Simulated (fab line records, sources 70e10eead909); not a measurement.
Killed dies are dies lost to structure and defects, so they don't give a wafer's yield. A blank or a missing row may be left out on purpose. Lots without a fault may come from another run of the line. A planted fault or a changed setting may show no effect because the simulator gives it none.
Which tool did it? | flow nand_harc | 22 lots, 66 wafers sampled, at 6 steps of a route of 1159

WHAT THE GAUGES READ, wafer by wafer
The record holds no reading of a measuring or inspecting step that can be judged against a usual standard deviation.

WHICH TOOL RAN EACH LOT (tool, then ch and the chambers of the sampled wafers, then the start)
lot  | NHARC_A_CONTACT_ETCH_77                       | NHARC_A_CONTACT_ETCH_128             | NHARC_A_CONTACT_ETCH_133             | NHARC_A_CONTACT_ETCH_106           | NHARC_A_CONTACT_ETCH_30        | NHARC_A_BLC_ETCH_17
L075 | rie_diel-05 ch 2,3, day 16 23:46 or earlier   | har_cap_etch-03 ch 0,1, day 16 23:46 | har_cap_etch-03 ch 0,1, day 17 00:29 | rie_diel-05 ch 1,2,3, day 17 01:37 | rie_diel-08 ch 0,1,3, no start | rie_diel-13 ch 0,2,3, no start
L074 | rie_diel-08 ch 0,2, day 17 01:40 or earlier   | har_cap_etch-02 ch 0,1, day 17 01:40 | har_cap_etch-02 ch 0,1, day 17 02:23 | rie_diel-05 ch 1,2,3, day 17 03:26 | rie_diel-12 ch 1,3, no start   | rie_diel-02 ch 1,2,3, no start
L077 | rie_diel-08 ch 0,1,3, day 17 05:31 or earlier | har_cap_etch-01 ch 0,1, day 17 05:31 | har_cap_etch-01 ch 0,1, day 17 06:17 | rie_diel-08 ch 1,2,3, day 17 07:44 | rie_diel-12 ch 2,3, no start   | rie_diel-02 ch 0,1, no start
L078 | rie_diel-05 ch 2,3, day 17 05:55 or earlier   | har_cap_etch-02 ch 0,1, day 17 05:55 | har_cap_etch-02 ch 0,1, day 17 06:38 | rie_diel-08 ch 0,2, day 17 08:10   | rie_diel-12 ch 0,1,3, no start | rie_diel-03 ch 0,2,3, no start
L076 | rie_diel-12 ch 0,2,3, day 17 17:16 or earlier | har_cap_etch-02 ch 0,1, day 17 17:16 | har_cap_etch-02 ch 0,1, day 17 18:00 | rie_diel-12 ch 0,1,2, day 17 19:02 | rie_diel-05 ch 1,2,3, no start | rie_diel-03 ch 0,1,2, no start
L080 | rie_diel-12 ch 1,2,3, day 17 23:02 or earlier | har_cap_etch-01 ch 0,1, day 17 23:02 | har_cap_etch-01 ch 0,1, day 17 23:44 | rie_diel-08 ch 0,1,3, day 18 00:52 | rie_diel-05 ch 0,2,3, no start | rie_diel-13 ch 1,3, no start
L081 | rie_diel-05 ch 0,1,3, day 18 11:11 or earlier | har_cap_etch-01 ch 0,1, day 18 11:11 | har_cap_etch-01 ch 0,1, day 18 11:55 | rie_diel-12 ch 1,2,3, day 18 12:58 | rie_diel-05 ch 2,3, no start   | rie_diel-02 ch 0,1,2, no start
L084 | rie_diel-05 ch 2,3, day 18 23:41 or earlier   | har_cap_etch-02 ch 0,1, day 18 23:41 | har_cap_etch-02 ch 0,1, day 19 00:24 | rie_diel-12 ch 1,2, day 19 01:29   | rie_diel-05 ch 0,1,2, no start | rie_diel-13 ch 0,1,3, no start
L082 | rie_diel-12 ch 0,1,2, day 19 01:49 or earlier | har_cap_etch-01 ch 1, day 19 01:49   | har_cap_etch-01 ch 1, day 19 02:32   | rie_diel-12 ch 2,3, day 19 03:34   | rie_diel-12 ch 0,2,3, no start | rie_diel-03 ch 0,3, no start
L083 | rie_diel-12 ch 0,2,3, day 19 06:47 or earlier | har_cap_etch-02 ch 0,1, day 19 06:47 | har_cap_etch-02 ch 0,1, day 19 07:30 | rie_diel-05 ch 0,3, day 19 08:45   | rie_diel-05 ch 0,2, no start   | rie_diel-03 ch 1,2, no start
L087 | rie_diel-08 ch 0,2, day 19 17:27 or earlier   | har_cap_etch-01 ch 0,1, day 19 17:27 | har_cap_etch-01 ch 0,1, day 19 18:11 | rie_diel-05 ch 2,3, day 19 19:13   | rie_diel-12 ch 0,2,3, no start | rie_diel-03 ch 0,1,3, no start
L085 | rie_diel-12 ch 0,2,3, day 19 19:44 or earlier | har_cap_etch-03 ch 1, day 19 19:44   | har_cap_etch-03 ch 1, day 19 20:28   | rie_diel-08 ch 0,2,3, day 19 21:37 | rie_diel-08 ch 0,2,3, no start | rie_diel-03 ch 0,1,3, no start
L088 | rie_diel-05 ch 2,3, day 20 01:19 or earlier   | har_cap_etch-01 ch 0,1, day 20 01:19 | har_cap_etch-01 ch 0,1, day 20 02:01 | rie_diel-05 ch 0,3, day 20 05:31   | rie_diel-12 ch 2,3, no start   | rie_diel-13 ch 0,1,3, no start
L089 | rie_diel-08 ch 0,1,3, day 20 08:54 or earlier | har_cap_etch-01 ch 0,1, day 20 08:54 | har_cap_etch-01 ch 0,1, day 20 09:39 | rie_diel-12 ch 0,2,3, day 20 11:07 | rie_diel-12 ch 1,2,3, no start | rie_diel-03 ch 0,1,3, no start
L090 | rie_diel-12 ch 0,3, day 20 10:27 or earlier   | har_cap_etch-02 ch 0,1, day 20 10:27 | har_cap_etch-02 ch 0,1, day 20 11:10 | rie_diel-05 ch 0,1,3, day 20 12:14 | rie_diel-08 ch 1,3, no start   | rie_diel-13 ch 0,2,3, no start
L091 | rie_diel-08 ch 0,1,3, day 20 15:52 or earlier | har_cap_etch-03 ch 0,1, day 20 15:52 | har_cap_etch-03 ch 0,1, day 20 16:35 | rie_diel-08 ch 2,3, day 20 17:38   | rie_diel-05 ch 0,2, no start   | rie_diel-03 ch 0,2, no start
L094 | rie_diel-12 ch 0,2, day 21 08:04 or earlier   | har_cap_etch-03 ch 0,1, day 21 08:04 | har_cap_etch-03 ch 0,1, day 21 08:47 | rie_diel-08 ch 2,3, day 21 09:49   | rie_diel-05 ch 1,2,3, no start | rie_diel-13 ch 0,2, no start
L092 | rie_diel-12 ch 0,2,3, day 21 11:18 or earlier | har_cap_etch-01 ch 0,1, day 21 11:18 | har_cap_etch-01 ch 0,1, day 21 12:01 | rie_diel-05 ch 1,3, day 21 13:25   | rie_diel-05 ch 2,3, no start   | rie_diel-13 ch 2,3, no start
L093 | rie_diel-12 ch 0,1,3, day 21 12:57 or earlier | har_cap_etch-03 ch 0,1, day 21 12:57 | har_cap_etch-03 ch 0,1, day 21 13:42 | rie_diel-05 ch 1,3, day 21 14:49   | rie_diel-12 ch 0,1, no start   | rie_diel-03 ch 0,1,3, no start
L096 | rie_diel-12 ch 0,2, day 21 19:46 or earlier   | har_cap_etch-01 ch 0,1, day 21 19:46 | har_cap_etch-01 ch 0,1, day 21 20:28 | rie_diel-05 ch 1,3, day 21 21:33   | rie_diel-12 ch 1,2, no start   | rie_diel-03 ch 0,3, no start
L095 | rie_diel-05 ch 0,3, day 21 21:46 or earlier   | har_cap_etch-03 ch 0,1, day 21 21:46 | har_cap_etch-03 ch 0,1, day 21 22:32 | rie_diel-12 ch 1,2, day 21 23:28   | rie_diel-08 ch 0,1, no start   | rie_diel-13 ch 2,3, no start
L097 | rie_diel-05 ch 1,2,3, day 22 13:38 or earlier | har_cap_etch-02 ch 0,1, day 22 13:38 | har_cap_etch-02 ch 0,1, day 22 14:20 | rie_diel-12 ch 0,2,3, day 22 15:26 | rie_diel-08 ch 1,2,3, no start | rie_diel-03 ch 0,3, no start
- NHARC_A_CONTACT_ETCH_77: etches the open film in CF4/CHF3, target depth 72.6 nm, time 36.3 s.
- NHARC_A_CONTACT_ETCH_128: etches the open film in C4F8/O2/Ar, time 155 s, target depth 956 nm.
- NHARC_A_CONTACT_ETCH_133: etches the open film in C4F8/O2/Ar, time 195 s, target depth 840 nm.
- NHARC_A_CONTACT_ETCH_106: etches the open film in CF4/O2, target depth 60 nm, overetch 6 nm, time 33 s.
- NHARC_A_CONTACT_ETCH_30: etches the open film in CF4/CHF3, target depth 60.5 nm, time 30.2 s.
- NHARC_A_BLC_ETCH_17: etches the open film in N2/H2, target depth 390 nm, time 609.38 s.

WHAT THE TOOLS THEMSELVES READ (means of the sampled wafers that have a number; where no wafer has one, the mark that the record gives instead)
NHARC_A_CONTACT_ETCH_77. Usual: cf4_flow_sccm 100.0 sccm, standard deviation 0.32; drypump_motor_current_A 5.9 A, standard deviation 0.52; oes_product_au 0.938 a.u., standard deviation 0.022; rf_vpp_V 369.3 V, standard deviation 2.3; showerhead_plenum_p_Torr 1.54 Torr, standard deviation 0.066; throttle_valve_pct 16.803 %, standard deviation 0.0088.
lot  | tool        | cf4_flow_sccm (sccm) | drypump_motor_current_A (A) | oes_product_au (a.u.) | rf_vpp_V (V) | showerhead_plenum_p_Torr (Torr) | throttle_valve_pct (%) | flag
L075 | rie_diel-05 | 100.0                | 5.8                         | 0.974                 | 371.8        | 1.63                            | 16.806                 |
L074 | rie_diel-08 | 99.7                 | 5.9                         | 0.924                 | 370.0        | 1.54                            | 16.804                 |
L077 | rie_diel-08 | 100.1                | 6.1                         | 0.930                 | 367.8        | 1.49                            | 16.808                 |
L078 | rie_diel-05 | 100.1                | 5.9                         | 0.934                 | 372.4        | 1.63                            | 16.795                 |
L076 | rie_diel-12 | 100.1                | 6.1                         | 0.976                 | 368.7        | 1.53                            | 16.795                 |
L080 | rie_diel-12 | 100.4                | 5.9                         | 0.924                 | 368.5        | 1.53                            | 16.807                 |
L081 | rie_diel-05 | 100.0                | 5.6                         | 0.974                 | 367.8        | 1.50                            | 16.812                 |
L084 | rie_diel-05 | 99.7                 | 5.8                         | 0.919                 | 371.7        | 1.63                            | 16.806                 |
L082 | rie_diel-12 | 100.2                | 6.0                         | 0.926                 | 370.1        | 1.56                            | 16.803                 |
L083 | rie_diel-12 | 100.1                | 6.1                         | 0.974                 | 369.9        | 1.53                            | 16.801                 |
L087 | rie_diel-08 | 99.6                 | 5.9                         | 0.931                 | 369.0        | 1.54                            | 16.811                 |
L085 | rie_diel-12 | 100.0                | 6.1                         | 0.922                 | 368.6        | 1.53                            | 16.796                 |
L088 | rie_diel-05 | 100.4                | 5.3                         | 0.926                 | 370.2        | 1.56                            | 16.808                 |
L089 | rie_diel-08 | 99.6                 | 6.1                         | 0.924                 | 367.2        | 1.49                            | 16.804                 |
L090 | rie_diel-12 | 99.7                 | 6.4                         | 0.946                 | 368.3        | 1.50                            | 16.807                 |
L091 | rie_diel-08 | 100.0                | 6.1                         | 0.926                 | 368.5        | 1.49                            | 16.809                 |
L094 | rie_diel-12 | 100.2                | 5.8                         | 0.926                 | 370.6        | 1.56                            | 16.808                 |
L092 | rie_diel-12 | 100.4                | 6.1                         | 0.939                 | 369.0        | 1.53                            | 16.799                 |
L093 | rie_diel-12 | 99.9                 | 6.3                         | 0.932                 | 368.5        | 1.52                            | 16.807                 |
L096 | rie_diel-12 | 100.2                | 6.2                         | 0.918                 | 368.9        | 1.56                            | 16.801                 |
L095 | rie_diel-05 | 100.4                | 5.2                         | 0.920                 | 368.3        | 1.49                            | 16.792                 |
L097 | rie_diel-05 | 99.8                 | 5.7                         | 0.925                 | 369.6        | 1.56                            | 16.811                 |

NHARC_A_CONTACT_ETCH_106. Usual: cf4_flow_sccm 79.98 sccm, standard deviation 0.25; drypump_motor_current_A 5.9 A, standard deviation 0.51; oes_product_au 0.999 a.u., standard deviation 0.012; rf_vpp_V 197.2 V, standard deviation 1.7; showerhead_plenum_p_Torr 1.31 Torr, standard deviation 0.065; throttle_valve_pct 13.398 %, standard deviation 0.0095.
lot  | tool        | cf4_flow_sccm (sccm) | drypump_motor_current_A (A) | oes_product_au (a.u.) | rf_vpp_V (V) | showerhead_plenum_p_Torr (Torr) | throttle_valve_pct (%) | flag
L075 | rie_diel-05 | 79.98                | 5.7                         | 1.005                 | 197.1        | 1.33                            | 13.411                 |
L074 | rie_diel-05 | 79.98                | 5.7                         | 1.000                 | 197.4        | 1.33                            | 13.390                 |
L077 | rie_diel-08 | 80.10                | 6.1                         | 1.006                 | 197.2        | 1.33                            | 13.396                 |
L078 | rie_diel-08 | 79.77                | 5.9                         | 1.010                 | 197.3        | 1.31                            | 13.408                 |
L076 | rie_diel-12 | 80.04                | 6.0                         | 0.987                 | 197.8        | 1.32                            | 13.399                 |
L080 | rie_diel-08 | 80.06                | 6.1                         | 1.009                 | 196.0        | 1.26                            | 13.403                 |
L081 | rie_diel-12 | 80.02                | 5.9                         | 1.004                 | 196.7        | 1.30                            | 13.396                 |
L084 | rie_diel-12 | 79.77                | 5.6                         | 0.998                 | 197.5        | 1.33                            | 13.395                 |
L082 | rie_diel-12 | 80.15                | 6.0                         | 1.009                 | 195.8        | 1.27                            | 13.384                 |
L083 | rie_diel-05 | 80.07                | 5.5                         | 1.000                 | 196.6        | 1.25                            | 13.401                 |
L087 | rie_diel-05 | 80.12                | 5.8                         | 0.995                 | 199.5        | 1.37                            | 13.396                 |
L085 | rie_diel-08 | 79.79                | 5.9                         | 0.997                 | 196.8        | 1.32                            | 13.400                 |
L088 | rie_diel-05 | 79.97                | 5.2                         | 1.002                 | 195.7        | 1.27                            | 13.394                 |
L089 | rie_diel-12 | 80.17                | 6.1                         | 1.001                 | 197.0        | 1.29                            | 13.399                 |
L090 | rie_diel-05 | 79.91                | 5.6                         | 1.003                 | 195.3        | 1.26                            | 13.395                 |
L091 | rie_diel-08 | 79.73                | 6.0                         | 0.987                 | 197.8        | 1.34                            | 13.400                 |
L094 | rie_diel-08 | 79.89                | 6.0                         | 0.994                 | 199.1        | 1.39                            | 13.398                 |
L092 | rie_diel-05 | 79.70                | 5.2                         | 0.997                 | 196.0        | 1.28                            | 13.398                 |
L093 | rie_diel-05 | 79.85                | 5.2                         | 1.003                 | 197.1        | 1.28                            | 13.398                 |
L096 | rie_diel-05 | 79.79                | 5.2                         | 1.002                 | 196.7        | 1.28                            | 13.393                 |
L095 | rie_diel-12 | 80.28                | 5.6                         | 0.992                 | 197.4        | 1.32                            | 13.401                 |
L097 | rie_diel-12 | 79.94                | 6.1                         | 0.991                 | 197.4        | 1.29                            | 13.405                 |

NHARC_A_CONTACT_ETCH_30. Usual: cf4_flow_sccm 100.0 sccm, standard deviation 0.33; drypump_motor_current_A 5.9 A, standard deviation 0.5; oes_product_au 0.936 a.u., standard deviation 0.019; rf_vpp_V 369.7 V, standard deviation 2.5; showerhead_plenum_p_Torr 1.55 Torr, standard deviation 0.074; throttle_valve_pct 16.803 %, standard deviation 0.009.
lot  | tool        | cf4_flow_sccm (sccm) | drypump_motor_current_A (A) | oes_product_au (a.u.) | rf_vpp_V (V) | showerhead_plenum_p_Torr (Torr) | throttle_valve_pct (%) | flag
L075 | rie_diel-08 | 99.7                 | 6.1                         | 0.923                 | 367.5        | 1.49                            | 16.801                 |
L074 | rie_diel-12 | 100.2                | 6.2                         | 0.946                 | 367.5        | 1.49                            | 16.808                 |
L077 | rie_diel-12 | 99.8                 | 6.0                         | 0.967                 | 368.5        | 1.51                            | 16.803                 |
L078 | rie_diel-12 | 100.1                | 6.3                         | 0.952                 | 369.6        | 1.52                            | 16.804                 |
L076 | rie_diel-05 | 99.9                 | 5.7                         | 0.927                 | 370.3        | 1.57                            | 16.802                 |
L080 | rie_diel-05 | 100.1                | 5.7                         | 0.963                 | 370.5        | 1.56                            | 16.814                 |
L081 | rie_diel-05 | 100.1                | 5.3                         | 0.926                 | 369.6        | 1.57                            | 16.801                 |
L084 | rie_diel-05 | 99.8                 | 6.1                         | 0.930                 | 368.8        | 1.55                            | 16.797                 |
L082 | rie_diel-12 | 100.1                | 6.1                         | 0.923                 | 368.8        | 1.53                            | 16.805                 |
L083 | rie_diel-05 | 100.3                | 6.0                         | 0.917                 | 369.8        | 1.54                            | 16.798                 |
L087 | rie_diel-12 | 100.0                | 6.1                         | 0.956                 | 368.4        | 1.53                            | 16.809                 |
L085 | rie_diel-08 | 100.1                | 5.9                         | 0.916                 | 370.3        | 1.56                            | 16.806                 |
L088 | rie_diel-12 | 100.1                | 5.7                         | 0.916                 | 368.9        | 1.54                            | 16.807                 |
L089 | rie_diel-12 | 100.3                | 5.9                         | 0.924                 | 369.3        | 1.53                            | 16.804                 |
L090 | rie_diel-08 | 99.9                 | 6.3                         | 0.935                 | 366.8        | 1.49                            | 16.803                 |
L091 | rie_diel-05 | 100.3                | 6.2                         | 0.927                 | 371.5        | 1.60                            | 16.800                 |
L094 | rie_diel-05 | 100.1                | 5.7                         | 0.929                 | 370.3        | 1.56                            | 16.811                 |
L092 | rie_diel-05 | 100.1                | 5.8                         | 0.933                 | 372.0        | 1.62                            | 16.815                 |
L093 | rie_diel-12 | 99.8                 | 6.1                         | 0.925                 | 369.4        | 1.54                            | 16.805                 |
L096 | rie_diel-12 | 99.9                 | 5.6                         | 0.961                 | 371.3        | 1.56                            | 16.795                 |
L095 | rie_diel-08 | 100.1                | 6.2                         | 0.965                 | 370.9        | 1.55                            | 16.810                 |
L097 | rie_diel-08 | 99.9                 | 6.2                         | 0.939                 | 370.7        | 1.56                            | 16.806                 |

NHARC_A_BLC_ETCH_17. Usual: drypump_motor_current_A 5.7 A, standard deviation 0.42; oes_product_au 1.000 a.u., standard deviation 0.015; rf_vpp_V 430.2 V, standard deviation 2.5; showerhead_plenum_p_Torr 2.02 Torr, standard deviation 0.085; throttle_valve_pct 14.171 %, standard deviation 0.0096.
lot  | tool        | drypump_motor_current_A (A) | oes_product_au (a.u.) | rf_vpp_V (V) | showerhead_plenum_p_Torr (Torr) | throttle_valve_pct (%) | flag
L075 | rie_diel-13 | 6.1                         | 0.995                 | 427.5        | 1.93                            | 14.173                 |
L074 | rie_diel-02 | 5.4                         | 1.006                 | 429.5        | 2.02                            | 14.168                 |
L077 | rie_diel-02 | 5.9                         | 0.988                 | 430.6        | 2.03                            | 14.181                 |
L078 | rie_diel-03 | 5.7                         | 0.995                 | 432.2        | 2.07                            | 14.169                 |
L076 | rie_diel-03 | 5.5                         | 0.991                 | 431.9        | 2.07                            | 14.169                 |
L080 | rie_diel-13 | 6.1                         | 0.994                 | 432.0        | 2.12                            | 14.168                 |
L081 | rie_diel-02 | 5.9                         | 1.000                 | 428.8        | 1.98                            | 14.162                 |
L084 | rie_diel-13 | 6.0                         | 0.996                 | 430.0        | 2.02                            | 14.169                 |
L082 | rie_diel-03 | 5.8                         | 1.005                 | 431.6        | 2.07                            | 14.164                 |
L083 | rie_diel-03 | 5.4                         | 0.982                 | 431.4        | 2.07                            | 14.167                 |
L087 | rie_diel-03 | 5.4                         | 1.015                 | 430.4        | 2.04                            | 14.174                 |
L085 | rie_diel-03 | 5.5                         | 1.009                 | 431.4        | 2.04                            | 14.169                 |
L088 | rie_diel-13 | 6.1                         | 1.001                 | 430.0        | 2.02                            | 14.164                 |
L089 | rie_diel-03 | 5.5                         | 1.007                 | 429.8        | 2.04                            | 14.173                 |
L090 | rie_diel-13 | 6.1                         | 1.004                 | 427.3        | 1.93                            | 14.160                 |
L091 | rie_diel-03 | 5.7                         | 0.981                 | 432.0        | 2.10                            | 14.173                 |
L094 | rie_diel-13 | 6.3                         | 0.996                 | 426.2        | 1.89                            | 14.166                 |
L092 | rie_diel-13 | 6.1                         | 0.991                 | 429.1        | 1.96                            | 14.166                 |
L093 | rie_diel-03 | 5.5                         | 1.007                 | 430.8        | 2.04                            | 14.170                 |
L096 | rie_diel-03 | 5.7                         | 1.011                 | 430.6        | 2.04                            | 14.179                 |
L095 | rie_diel-13 | 6.1                         | 0.995                 | 428.2        | 1.95                            | 14.166                 |
L097 | rie_diel-03 | 5.8                         | 1.002                 | 431.7        | 2.07                            | 14.174                 |

THE ANSWER, worked out from the rows above alone
Rule: a lot is off if the mean of its wafers that have a number lies more than 3 standard deviations from the usual mean. A lot without any number at a reading at which 4 lots or more have one is off too. The other lots that the step has rows for count as sound. The gauges are gone through in route order, then the tools' own readings, and for those a lot's mean is taken as printed above. The first step at which some lot is off is used, and at that step the reading that is off furthest; a lot without a number counts as furthest.
No lot is off at any reading shown: from this, nothing can be told.

WHAT THE SIMULATOR HAD PUT IN
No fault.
